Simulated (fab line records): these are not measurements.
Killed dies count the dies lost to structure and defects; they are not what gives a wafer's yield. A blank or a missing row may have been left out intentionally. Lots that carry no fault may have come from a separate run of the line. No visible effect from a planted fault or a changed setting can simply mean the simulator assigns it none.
Chamber matching :: flow nand-harc :: NHARC_P_M0_STRIP_18 on rie-diel-02: 4 sister chambers
The step strips in N2/H2. 20 wafers are shown with their chamber, then 10 later ones without.

## WAFERS PAIRED WITH THEIR CHAMBERS
wafer: L075.1
chamber: 0
drypump-motor-current-A (A): 4.8
rf-vpp-V (V): 90.7
throttle-valve-pct (%): 14.163

wafer: L075.2
chamber: 2
drypump-motor-current-A (A): 6.3
rf-vpp-V (V): 90.6
throttle-valve-pct (%): 14.193

wafer: L075.4
chamber: 1
drypump-motor-current-A (A): 5.8
rf-vpp-V (V): 92.0
throttle-valve-pct (%): 14.192

wafer: L074.1
chamber: 3
drypump-motor-current-A (A): 5.8
rf-vpp-V (V): 89.9
throttle-valve-pct (%): 14.156

wafer: L074.3
chamber: 1
drypump-motor-current-A (A): 5.8
rf-vpp-V (V): 91.2
throttle-valve-pct (%): 14.188

wafer: L074.4
chamber: 0
drypump-motor-current-A (A): 4.8
rf-vpp-V (V): 89.6
throttle-valve-pct (%): 14.176

wafer: L078.2
chamber: 2
drypump-motor-current-A (A): 6.4
rf-vpp-V (V): 90.7
throttle-valve-pct (%): 14.170

wafer: L078.3
chamber: 1
drypump-motor-current-A (A): 5.8
rf-vpp-V (V): 91.2
throttle-valve-pct (%): 14.160

wafer: L078.5
chamber: 2
drypump-motor-current-A (A): 6.3
rf-vpp-V (V): 90.7
throttle-valve-pct (%): 14.165

wafer: L080.4
chamber: 3
drypump-motor-current-A (A): 5.8
rf-vpp-V (V): 91.3
throttle-valve-pct (%): 14.156

wafer: L080.5
chamber: 1
drypump-motor-current-A (A): 5.8
rf-vpp-V (V): 91.4
throttle-valve-pct (%): 14.187

wafer: L080.6
chamber: 0
drypump-motor-current-A (A): 4.8
rf-vpp-V (V): 91.6
throttle-valve-pct (%): 14.178

wafer: L083.1
chamber: 1
drypump-motor-current-A (A): 5.8
rf-vpp-V (V): 89.8
throttle-valve-pct (%): 14.163

wafer: L083.3
chamber: 0
drypump-motor-current-A (A): 4.8
rf-vpp-V (V): 89.8
throttle-valve-pct (%): 14.172

wafer: L083.5
chamber: 0
drypump-motor-current-A (A): 4.8
rf-vpp-V (V): 90.4
throttle-valve-pct (%): 14.177

wafer: L085.2
chamber: 3
drypump-motor-current-A (A): 5.8
rf-vpp-V (V): 91.2
throttle-valve-pct (%): 14.175

wafer: L085.3
chamber: 2
drypump-motor-current-A (A): 6.3
rf-vpp-V (V): 90.0
throttle-valve-pct (%): 14.168

wafer: L085.6
chamber: 2
drypump-motor-current-A (A): 6.3
rf-vpp-V (V): 87.9
throttle-valve-pct (%): 14.171

wafer: L086.1
chamber: 3
drypump-motor-current-A (A): 5.8
rf-vpp-V (V): 91.6
throttle-valve-pct (%): 14.170

wafer: L086.5
chamber: 3
drypump-motor-current-A (A): 5.8
rf-vpp-V (V): 90.0
throttle-valve-pct (%): 14.169

SIGNATURES (averages over the wafers above)
reading: drypump-motor-current-A
chamber 0: 4.800
chamber 1: 5.800
chamber 2: 6.320
chamber 3: 5.800
scatter within a chamber: 0.0224

reading: rf-vpp-V
chamber 0: 90.420
chamber 1: 91.120
chamber 2: 89.980
chamber 3: 90.800
scatter within a chamber: 0.915

reading: throttle-valve-pct
chamber 0: 14.17320
chamber 1: 14.17800
chamber 2: 14.17340
chamber 3: 14.16520
scatter within a chamber: 0.0108
Rule: distance of a wafer from a chamber = root of the sum over the readings of ((wafer's reading minus chamber's mean) / reading's scatter) squared. If the next closest chamber is less than 2 further off than the closest, the wafer can't be placed; otherwise it belongs to the closest. How the scatter is found: for the shown wafers, subtract from each reading the mean of its chamber, square and add these, divide the total by (wafers less chambers), then take the root.

## WAFERS WITHOUT THEIR CHAMBER
wafer: L086.6
drypump-motor-current-A (A): 4.8
rf-vpp-V (V): 89.4
throttle-valve-pct (%): 14.160

wafer: L090.2
drypump-motor-current-A (A): 6.3
rf-vpp-V (V): 89.0
throttle-valve-pct (%): 14.174

wafer: L090.3
drypump-motor-current-A (A): 5.8
rf-vpp-V (V): 90.8
throttle-valve-pct (%): 14.189

wafer: L090.5
drypump-motor-current-A (A): 5.9
rf-vpp-V (V): 90.0
throttle-valve-pct (%): 14.173

wafer: L096.1
drypump-motor-current-A (A): 5.8
rf-vpp-V (V): 91.5
throttle-valve-pct (%): 14.185

wafer: L096.3
drypump-motor-current-A (A): 5.8
rf-vpp-V (V): 90.0
throttle-valve-pct (%): 14.164

wafer: L096.5
drypump-motor-current-A (A): 6.3
rf-vpp-V (V): 89.7
throttle-valve-pct (%): 14.165

wafer: L097.2
drypump-motor-current-A (A): 6.4
rf-vpp-V (V): 90.4
throttle-valve-pct (%): 14.159

wafer: L097.3
drypump-motor-current-A (A): 5.8
rf-vpp-V (V): 92.7
throttle-valve-pct (%): 14.161

wafer: L097.6
drypump-motor-current-A (A): 5.9
rf-vpp-V (V): 89.5
throttle-valve-pct (%): 14.176

## CHAMBER TAKEN BY EACH
wafer: L086.6
from the rows above: 0
in truth: 0

wafer: L090.2
from the rows above: 2
in truth: 2

wafer: L090.3
from the rows above: can't be placed: 1 or 3
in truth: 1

wafer: L090.5
from the rows above: can't be placed: 3 or 1
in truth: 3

wafer: L096.1
from the rows above: can't be placed: 1 or 3
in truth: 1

wafer: L096.3
from the rows above: can't be placed: 3 or 1
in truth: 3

wafer: L096.5
from the rows above: 2
in truth: 2

wafer: L097.2
from the rows above: 2
in truth: 2

wafer: L097.3
from the rows above: can't be placed: 3 or 1
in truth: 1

wafer: L097.6
from the rows above: can't be placed: 3 or 1
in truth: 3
Placed correctly: 4 of 10. Cannot be placed on the basis of these rows: 6; the candidates contain the true chamber in 6. Wrongly placed: 0.
